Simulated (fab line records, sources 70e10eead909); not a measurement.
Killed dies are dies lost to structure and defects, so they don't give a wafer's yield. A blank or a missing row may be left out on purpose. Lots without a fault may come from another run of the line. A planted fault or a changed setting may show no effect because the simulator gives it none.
fab line records | flow nand_harc | part 1 of 2: steps 1 to 4 of 6
record lots=20 wafers=60 last_day=33
route steps=1302 shown A_STAIRCASE@743
lots that met no fault: from a run of the same line without faults
start_h: hours from the record's first day to the start of the lot's first wafer shown | wait_h: hours since the lot's step before | " the same as in the row above | L1.1+2: a row that stands for several wafers | - no value, or no start given | * or withheld: withheld | < > ~ a bound
route shown NAME@n: a module of which the file shows steps, and the number in the route of the first | usual: mean/standard deviation of fault-free wafers | same: alike in all rows | chamber/n: place in a boat | sites: the reading at each site | _std_site: their standard deviation | _edge_site: outer sites' mean less inner sites' | radius_mm: how far each site lies from the wafer's centre | mask NAME#n: copy n | behind: the tool/chamber that last shaped the wafer | hold: why the lot was held/for how many hours/how that ended | device: the transistor (n, p or np) that didn't switch | end of line: the same wafers' tests at the end of the route | a step without rows: its recipe alone | killed: dies lost to structure and defects at the first sort, not the wafer's yield | map: a wafer's dies, x killed, . not, _ none there
set.NAME: the setting as run; set.NAME@STEP: as run at that earlier step | model.NAME: the simulator's own value behind a step, which no gauge read
steps of the route over a sample of lots; a table a step, a row a wafer
services: from which hour (start_h, from the record's first day; less than 0 if before it) a tool's chamber was out of use, for how many hours, and why
## steps
# step NHARC_A_STAIRCASE_TRIM_229
# recipe time_s=211.2 o2_flow_sccm=500 ar_flow_sccm=0 bias_w=0 chemistry=O2
# usual drypump_motor_current_A=5.6/0.45 mfc_ar_sccm=0.008/0.01 oes_product_au=0.999/0.011 rf_vpp_V=57.9/0.99 showerhead_plenum_p_Torr=3.59/0.15 throttle_valve_pct=17.036/0.0094
# columns lot.wafer tool chamber start_h wait_h drypump_motor_current_A mfc_ar_sccm oes_product_au rf_hours_counter_h rf_vpp_V showerhead_plenum_p_Torr throttle_valve_pct
L074.3 rie_diel-02 3 353.63 0.1 5.1 0.000 0.978 44 58.3 3.52 17.043
L074.2 " 1 " " 5.7 0.015 0.987 46 56.8 3.27 17.031
L074.6 " 3 " " 5.1 0.000 0.984 - 57.1 3.52 17.036
L075.3 rie_diel-02 0 369.00 0.1 6.4 0 1.016 44 58.3 3.67 17.044
L075.4 " 2 " " 5.3 0.010 1.004 52 56.5 3.48 17.034
L075.6 " 0 " " 6.4 0 1.013 - 57.6 3.67 17.030
L077.1 rie_diel-04 3 385.36 0.1 5.6 0.031 0.995 6 58.8 3.77 17.044
L077.4 " 1 " " 6.0 0 1.013 3 57.5 3.28 17.028
L077.5 " 0 " " 5.3 0.005 0.996 - 58.8 3.66 17.038
L076.1 rie_diel-02 2 385.69 0.1 5.3 0.010 1.002 58 56.6 3.48 17.041
L076.6 " 2 " " 5.3 0.010 1.010 - 58.4 3.48 17.047
L076.5 " 3 " " 5.1 0.000 0.990 - 56.5 3.51 17.058
L079.1 rie_diel-04 0 417.18 0.1 5.3 0.005 1.004 12 59.7 3.66 17.044
L079.4 " 3 " " 5.5 0.031 1.007 - 60.3 3.77 17.020
L079.6 " 0 " " 5.3 0.005 0.994 - 57.1 3.66 17.030
L078.1 rie_diel-13 0 417.99 0.1 5.5 0 0.993 22 58.5 3.62 17.041
L078.3 " 2 " " 6.0 0.017 1.006 22 57.4 3.50 17.043
L078.5 " 1 " " 6.1 0 1.006 - 58.2 3.79 17.046
L080.1 rie_diel-04 2 436.96 0.1 4.8 0.012 1.005 20 57.7 3.58 17.030
L080.2 " 1 " " 6.0 0 1.006 14 57.9 3.28 17.039
L080.5 " 3 " " 5.6 0.031 1.008 - 58.8 3.76 17.035
L082.3 rie_diel-02 0 443.78 0.1 6.4 0 0.994 14 57.0 3.66 17.022
L082.1 " 2 " " 5.3 0.010 0.985 16 56.9 3.47 17.039
L082.6 " 0 " " 6.4 0 0.986 - 59.0 3.65 17.018
L081.4 rie_diel-02 0 455.53 0.1 6.4 0 0.983 18 58.7 3.65 17.033
L081.1 " 2 " " 5.3 0.010 0.994 21 59.4 3.46 17.026
L081.6 " 3 " " 5.1 0.000 0.987 - 58.5 3.50 17.042
L085.4 rie_diel-04 0 469.97 0.1 5.3 0.005 0.984 34 58.7 3.65 17.034
L085.3 " 2 " " 4.8 0.012 1.008 29 57.2 3.57 17.042
L085.5 " 0 " " 5.4 0.005 0.983 - 57.1 3.65 17.030
L087.1 rie_diel-04 1 476.35 0.1 6.0 0 1.007 25 56.3 3.27 17.039
L087.6 " 0 " " 5.3 0.005 0.993 - 59.2 3.65 17.016
L087.5 " 1 " " 6.0 0 1.020 - 56.6 3.27 17.040
L086.4 rie_diel-13 1 476.84 0.1 6.1 0 1.004 48 58.5 3.78 17.054
L086.5 " 0 " " 5.5 0 1.011 - 56.2 3.61 17.038
L086.6 " 1 " " 6.1 0 1.004 - 58.1 3.78 17.023
L089.2 rie_diel-02 0 496.69 0.1 6.4 0 0.984 36 57.0 3.64 17.035
L089.6 " 3 " " 5.1 0.000 0.990 - 57.8 3.49 17.047
L089.5 " 0 " " 6.4 0 0.993 - 57.3 3.64 17.048
L088.1 rie_diel-13 2 498.33 0.1 6.1 0.017 0.995 51 58.4 3.49 17.028
L088.4 " 0 " " 5.5 0 1.009 - 57.8 3.61 17.016
L088.6 " 1 " " 6.1 0 1.003 - 59.0 3.78 17.021
L090.1 rie_diel-04 0 529.11 0.1 5.3 0.005 0.987 53 58.6 3.64 17.047
L090.4 " 1 " " 6.0 0 1.016 - 57.8 3.26 17.033
L090.5 " 3 " " 5.5 0.031 1.006 - 60.0 3.75 17.036
L091.1 rie_diel-04 0 530.67 0.1 5.3 0.005 0.987 54 57.2 3.64 17.030
L091.3 " 3 " " 5.6 0.031 1.000 51 58.4 3.75 17.042
L091.4 " 0 " " 5.3 0.005 0.980 - 59.5 3.64 17.021
L092.2 rie_diel-04 2 550.12 0.1 4.9 0.012 1.019 2 58.7 3.56 17.039
L092.3 " 3 " " 5.6 0.031 1.000 6 58.4 3.74 17.034
L092.4 " 0 " " 5.3 0.005 1.005 6 57.9 3.63 17.046
L094.1 rie_diel-02 1 555.41 0.1 5.7 0.015 0.982 65 58.7 3.77 17.020
L094.6 " 1 " " 5.7 0.015 0.978 - 57.4 3.77 17.036
L094.4 " 3 " " 5.1 0.000 1.004 - 56.2 3.49 17.036
L097.2 rie_diel-04 0 583.50 0.1 5.3 0.005 0.978 17 57.8 3.63 17.037
L097.3 " 1 " " 6.0 0 1.001 16 57.6 3.80 17.044
L097.1 " 2 " " 4.9 0.012 1.009 13 57.5 3.56 17.029
L096.1 rie_diel-02 0 587.95 0.1 6.4 0 1.007 2 56.4 3.63 17.038
L096.3 " 2 " " 5.3 0.010 0.995 2 58.3 3.44 17.042
L096.6 " 3 " " 5.1 0.000 0.984 - 58.1 3.48 17.024
# step NHARC_A_STAIRCASE_TRIM_235
# recipe time_s=211.2 o2_flow_sccm=500 ar_flow_sccm=0 bias_w=0 chemistry=O2
# usual drypump_motor_current_A=5.6/0.44 mfc_ar_sccm=0.009/0.01 oes_product_au=0.997/0.011 rf_vpp_V=58.0/0.91 showerhead_plenum_p_Torr=3.58/0.16 throttle_valve_pct=17.037/0.011
# columns lot.wafer tool chamber start_h wait_h drypump_motor_current_A mfc_ar_sccm oes_product_au rf_hours_counter_h rf_vpp_V showerhead_plenum_p_Torr throttle_valve_pct
L074.3 rie_diel-02 0 - - 6.4 0 1.009 40 59.5 3.67 17.025
L074.2 " 2 " " 5.3 0.010 0.999 47 57.1 3.48 17.040
L074.6 " 0 " " 6.4 0 1.011 - 57.9 3.67 17.027
L075.3 rie_diel-02 1 - - 5.7 0.015 0.999 51 56.1 3.27 17.024
L075.4 " 2 " " 5.3 0.010 1.013 53 58.1 3.48 17.038
L075.6 " 1 " " 5.7 0.015 1.001 - 57.4 3.27 17.008
L077.1 rie_diel-04 3 - - 5.5 0.031 0.996 7 58.8 3.77 17.056
L077.4 " 0 " " 5.3 0.005 0.986 6 57.2 3.66 17.039
L077.5 " 0 " " 5.3 0.005 1.003 - 57.3 3.66 17.028
L076.1 rie_diel-02 2 - - 5.3 0.010 0.996 58 58.5 3.47 17.032
L076.5 " 1 " " 5.7 0.015 0.995 - 58.7 3.27 17.041
L076.6 " 2 " " 5.3 0.010 1.003 - 59.0 3.47 17.030
L079.4 rie_diel-04 3 - - 5.5 0.031 1.003 13 58.2 3.77 17.032
L079.1 " 0 " " 5.3 0.005 1.001 12 56.7 3.66 17.029
L079.6 " 2 " " 4.8 0.012 0.992 - 57.1 3.58 17.057
L078.1 rie_diel-13 3 - - 5.2 0 1.004 21 58.5 3.58 17.017
L078.3 " 0 " " 5.5 0 0.992 22 57.0 3.62 17.037
L078.5 " 0 " " 5.5 0 1.010 - 58.1 3.62 17.025
L080.2 rie_diel-04 2 - - 4.8 0.012 1.000 20 58.0 3.58 17.035
L080.1 " 0 " " 5.3 0.005 1.003 23 58.6 3.65 17.039
L080.5 " 1 " " 6.0 0 1.021 - 56.8 3.28 17.037
L082.1 rie_diel-02 1 - - 5.7 0.015 0.983 16 59.1 3.80 17.030
L082.3 " 3 " " 5.1 0.000 0.990 15 56.9 3.50 17.033
L082.6 " 0 " " 6.4 0 0.988 - 58.6 3.65 17.058
L081.1 rie_diel-02 3 - - 5.1 0.000 0.993 18 57.3 3.50 17.050
L081.4 " 1 " " 5.7 0.015 0.992 21 56.8 3.80 17.040
L081.6 " 2 " " 5.3 0.010 0.990 - 58.1 3.46 17.058
L085.4 rie_diel-04 0 - - 5.3 0.005 0.987 35 59.0 3.65 17.036
L085.3 " 1 " " 6.0 0 1.008 24 57.6 3.27 17.051
L085.5 " 3 " " 5.6 0.031 1.013 - 58.8 3.76 17.044
L087.1 rie_diel-04 2 - - 4.8 0.012 1.002 31 59.3 3.57 17.023
L087.5 " 0 " " 5.3 0.005 0.976 - 58.6 3.65 17.034
L087.6 " 1 " " 6.0 0 1.015 - 57.2 3.27 17.049
L086.4 rie_diel-13 1 - - 6.1 0 1.011 49 58.6 3.78 17.041
L086.5 " 1 " " 6.1 0 0.998 - 59.6 3.78 17.036
L086.6 " 2 " " 6.1 0.017 1.001 - 57.8 3.49 17.038
L089.2 rie_diel-02 0 - - 6.4 0 0.980 36 58.4 3.64 17.038
L089.6 " 1 " " 5.7 0.015 0.975 - 56.2 3.79 17.048
L089.5 " 2 " " 5.3 0.010 0.983 - 56.2 3.46 17.022
L088.1 rie_diel-13 1 - - 6.0 0 1.009 55 59.8 3.78 17.024
L088.4 " 2 " " 6.0 0.017 0.989 - 57.3 3.49 17.033
L088.6 " 0 " " 5.5 0 1.013 - 58.2 3.61 17.044
L090.1 rie_diel-04 3 - - 5.6 0.031 0.996 51 58.9 3.75 17.038
L090.4 " 1 " " 6.0 0 1.009 - 57.2 3.26 17.042
L090.5 " 3 " " 5.6 0.031 0.994 - 57.4 3.75 17.051
L091.1 rie_diel-04 1 - - 6.0 0 1.018 43 57.0 3.26 17.044
L091.3 " 0 " " 5.3 0.005 0.991 54 58.3 3.64 17.030
L091.4 " 1 " " 6.0 0 1.013 - 56.6 3.26 17.051
L092.4 rie_diel-04 0 - - 5.3 0.005 0.991 7 57.6 3.63 17.036
L092.2 " 1 " " 6.0 0 1.000 7 58.6 3.80 17.020
L092.3 " 2 " " 4.9 0.012 1.002 3 58.5 3.56 17.034
L094.1 rie_diel-02 3 - - 5.1 0.000 1.013 44 57.4 3.49 17.037
L094.4 " 0 " " 6.4 0 0.982 60 59.3 3.63 17.040
L094.6 " 2 " " 5.3 0.010 0.993 - 57.7 3.44 17.029
L097.2 rie_diel-04 3 - - 5.5 0.031 0.995 19 58.2 3.74 17.032
L097.1 " 0 " " 5.3 0.005 0.984 18 57.8 3.63 17.042
L097.3 " 2 " " 4.9 0.012 1.000 14 57.6 3.56 17.026
L096.3 rie_diel-02 0 - - 6.4 0 0.994 2 57.0 3.62 17.013
L096.1 " 1 " " 5.7 0.015 0.993 2 58.5 3.77 17.049
L096.6 " 2 " " 5.3 0.010 0.999 - 59.0 3.44 17.051
# step NHARC_A_STAIRCASE_STRIP_238
# recipe power_w=1500 temp_c=250 chemistry=O2
# usual drypump_motor_current_A=6.0/0.32 heater_power_w=346/25
# columns lot.wafer tool chamber start_h wait_h drypump_motor_current_A heater_power_w rf_hours_counter_h
L074.2 plasma_asher-01 1 354.90 0.1 5.7 352 1
L074.3 " 0 " " 6.0 331 -
L074.6 " 0 " " 6.0 330 -
L075.4 plasma_asher-01 1 370.17 0.2 5.7 352 -
L075.3 " 0 " " 6.0 337 -
L075.6 " 1 " " 5.7 357 -
L077.1 plasma_asher-01 1 386.42 0.1 5.8 361 7
L077.4 " 0 " " 6.0 333 -
L077.5 " 1 " " 5.7 352 -
L076.1 plasma_asher-02 0 386.85 0.1 5.7 396 30
L076.5 " 1 " " 6.6 327 -
L076.6 " 0 " " 5.7 396 -
L079.1 plasma_asher-01 0 418.25 0.1 6.1 327 12
L079.4 " 0 " " 6.1 334 -
L079.6 " 0 " " 6.1 336 -
L078.1 plasma_asher-02 0 419.62 0.2 5.7 403 34
L078.3 " 1 " " 6.5 325 -
L078.5 " 1 " " 6.5 324 -
L080.1 plasma_asher-01 1 438.54 0.1 5.7 362 16
L080.2 " 0 " " 6.1 329 16
L080.5 " 1 " " 5.8 354 -
L082.1 plasma_asher-01 1 444.92 0.2 5.8 356 18
L082.3 " 0 " " 6.1 333 -
L082.6 " 0 " " 6.0 331 -
L081.1 plasma_asher-01 1 456.63 0.1 5.8 358 20
L081.4 " 1 " " 5.8 362 -
L081.6 " 1 " " 5.8 357 -
L085.4 plasma_asher-01 0 471.13 0.2 6.1 334 -
L085.3 " 1 " " 5.8 344 -
L085.5 " 0 " " 6.1 330 -
L087.1 plasma_asher-01 0 477.43 0.1 6.1 323 27
L087.6 " 0 " " 6.1 328 -
L087.5 " 1 " " 5.8 353 -
L086.4 plasma_asher-02 1 478.08 0.2 6.5 324 -
L086.5 " 1 " " 6.5 328 -
L086.6 " 0 " " 5.7 380 -
L089.2 plasma_asher-02 1 497.82 0.1 6.6 329 15
L089.6 " 0 " " 5.7 385 -
L089.5 " 1 " " 6.5 322 -
L088.1 plasma_asher-02 0 499.93 0.1 5.7 387 16
L088.4 " 0 " " 5.7 379 -
L088.6 " 0 " " 5.6 389 -
L090.1 plasma_asher-01 0 530.60 0.1 6.0 320 0
L090.4 " 1 " " 5.7 346 -
L090.5 " 0 " " 6.0 314 -
L091.1 plasma_asher-02 1 531.97 0.1 6.5 324 21
L091.4 " 0 " " 5.6 384 -
L091.3 " 1 " " 6.5 319 -
L092.2 plasma_asher-01 1 551.43 0.1 5.7 347 4
L092.4 " 0 " " 6.0 317 -
L092.3 " 1 " " 5.7 350 -
L094.1 plasma_asher-01 1 556.53 0.1 5.8 338 5
L094.4 " 0 " " 6.0 311 -
L094.6 " 1 " " 5.8 341 -
L097.2 plasma_asher-02 0 584.65 0.1 5.7 378 32
L097.1 " 1 " " 6.5 324 32
L097.3 " 1 " " 6.5 318 -
L096.1 plasma_asher-02 1 588.99 0.1 6.5 324 34
L096.3 " 1 " " 6.5 318 -
L096.6 " 1 " " 6.5 329 -
# step NHARC_A_STAIRCASE_DESCUM_252
# recipe time_s=3 o2_flow_sccm=200 ar_flow_sccm=0 bias_power_w=0 chemistry=O2
# usual drypump_motor_current_A=5.6/0.46 mfc_ar_sccm=0.008/0.0098 oes_product_au=0.999/0.01 rf_vpp_V=57.9/0.89 showerhead_plenum_p_Torr=1.95/0.085 throttle_valve_pct=11.309/0.01
# columns lot.wafer tool chamber start_h wait_h drypump_motor_current_A mfc_ar_sccm oes_product_au rf_hours_counter_h rf_vpp_V showerhead_plenum_p_Torr throttle_valve_pct
L074.2 rie_diel-02 1 356.43 - 5.7 0.015 1.004 47 56.9 1.76 11.317
L074.3 " 3 " " 5.1 0.000 0.994 45 56.0 1.91 11.311
L074.6 " 0 " " 6.4 0 1.004 - 58.5 2.00 11.319
L075.4 rie_diel-13 1 371.68 - 6.1 0 1.010 11 58.8 2.07 11.304
L075.3 " 2 " " 6.0 0.017 0.992 9 57.2 1.90 11.310
L075.6 " 1 " " 6.0 0 1.011 - 58.3 2.07 11.309
L077.4 rie_diel-04 0 387.95 - 5.3 0.005 0.995 7 58.5 1.99 11.318
L077.1 " 1 " " 6.0 0 1.012 4 58.6 1.77 11.309
L077.5 " 2 " " 4.8 0.012 1.005 - 60.1 1.95 11.308
L076.1 rie_diel-13 3 388.33 - 5.2 0 1.009 13 59.1 1.94 11.319
L076.6 " 2 " " 6.0 0.017 1.006 - 59.1 1.90 11.312
L076.5 " 3 " " 5.2 0 1.006 - 57.3 1.95 11.313
L079.4 rie_diel-04 1 419.78 - 6.0 0 1.009 6 58.0 1.77 11.322
L079.1 " 2 " " 4.8 0.012 1.007 14 59.2 1.94 11.312
L079.6 " 0 " " 5.3 0.005 0.997 - 57.4 1.99 11.324
L078.1 rie_diel-04 2 421.03 - 4.8 0.012 1.001 14 57.2 1.94 11.305
L078.3 " 3 " " 5.6 0.031 0.991 13 58.6 2.05 11.309
L078.5 " 2 " " 4.8 0.012 1.006 - 57.7 1.94 11.307
L080.2 rie_diel-13 3 439.93 - 5.3 0 0.998 29 57.6 1.94 11.320
L080.1 " 0 " " 5.5 0 0.986 32 58.1 1.97 11.324
L080.5 " 2 " " 6.1 0.017 1.004 - 57.6 1.90 11.304
L082.1 rie_diel-02 3 446.32 - 5.1 0.000 1.003 15 56.9 1.90 11.310
L082.3 " 1 " " 5.7 0.015 0.984 16 58.6 2.07 11.310
L082.6 " 3 " " 5.1 0.000 0.986 - 57.9 1.90 11.305
L081.1 rie_diel-02 2 458.00 - 5.3 0.010 0.989 21 56.5 1.88 11.307
L081.6 " 3 " " 5.1 0.000 0.994 - 56.8 1.90 11.284
L081.4 " 2 " " 5.3 0.010 0.989 - 58.5 1.88 11.341
L085.4 rie_diel-02 0 472.57 - 6.4 0 1.004 24 57.3 1.98 11.306
L085.3 " 1 " " 5.7 0.015 0.982 22 58.3 2.07 11.311
L085.5 " 3 " " 5.1 0.000 0.992 - 57.6 1.90 11.322
L087.1 rie_diel-04 3 478.83 - 5.6 0.031 1.002 36 57.9 2.05 11.313
L087.5 " 2 " " 4.8 0.012 0.993 - 58.1 1.94 11.319
L087.6 " 3 " " 5.6 0.031 1.013 - 59.7 2.05 11.319
L086.4 rie_diel-04 3 479.52 - 5.6 0.031 1.004 36 58.7 2.05 11.301
L086.5 " 1 " " 6.0 0 1.016 - 57.2 1.76 11.315
L086.6 " 2 " " 4.8 0.012 1.007 - 57.9 1.94 11.306
L089.2 rie_diel-04 0 499.31 - 5.3 0.005 0.989 42 57.3 1.98 11.311
L089.5 " 3 " " 5.5 0.031 0.996 - 58.1 2.04 11.302
L089.6 " 0 " " 5.4 0.005 0.995 - 57.8 1.98 11.306
L088.4 rie_diel-04 1 501.34 - 6.0 0 1.011 32 56.6 1.76 11.305
L088.1 " 0 " " 5.4 0.005 0.974 42 58.5 1.98 11.323
L088.6 " 1 " " 6.0 0 1.012 - 57.8 1.76 11.306
L090.1 rie_diel-13 2 532.90 - 6.0 0.017 1.009 3 58.1 1.89 11.311
L090.4 " 3 " " 5.2 0 1.013 2 56.8 1.93 11.314
L090.5 " 2 " " 6.0 0.017 1.003 - 55.5 1.89 11.321
L091.1 rie_diel-13 1 533.44 - 6.1 0 0.983 5 58.9 2.05 11.305
L091.3 " 2 " " 6.1 0.017 1.005 3 56.3 1.89 11.298
L091.4 " 0 " " 5.5 0 1.007 5 58.4 1.96 11.303
L092.3 rie_diel-02 3 552.90 - 5.1 0.000 1.001 42 57.0 1.89 11.315
L092.2 " 0 " " 6.4 0 0.988 58 57.4 1.97 11.301
L092.4 " 0 " " 6.4 0 0.995 - 57.7 1.97 11.328
L094.4 rie_diel-04 1 557.94 - 6.0 0 1.001 8 57.7 2.07 11.297
L094.1 " 2 " " 4.8 0.012 1.011 4 58.5 1.93 11.301
L094.6 " 1 " " 6.0 0 0.999 - 58.6 2.07 11.291
L097.3 rie_diel-02 3 586.16 - 5.1 0.000 0.985 2 57.2 1.89 11.310
L097.1 " 1 " " 5.7 0.015 0.994 2 58.1 2.05 11.319
L097.2 " 2 " " 5.3 0.010 0.983 1 58.2 1.86 11.294
L096.1 rie_diel-02 0 590.53 - 6.4 0 1.008 3 59.2 1.97 11.287
L096.3 " 1 " " 5.7 0.015 0.993 3 57.9 2.05 11.301
L096.6 " 0 " " 6.4 0 1.004 - 59.7 1.97 11.298
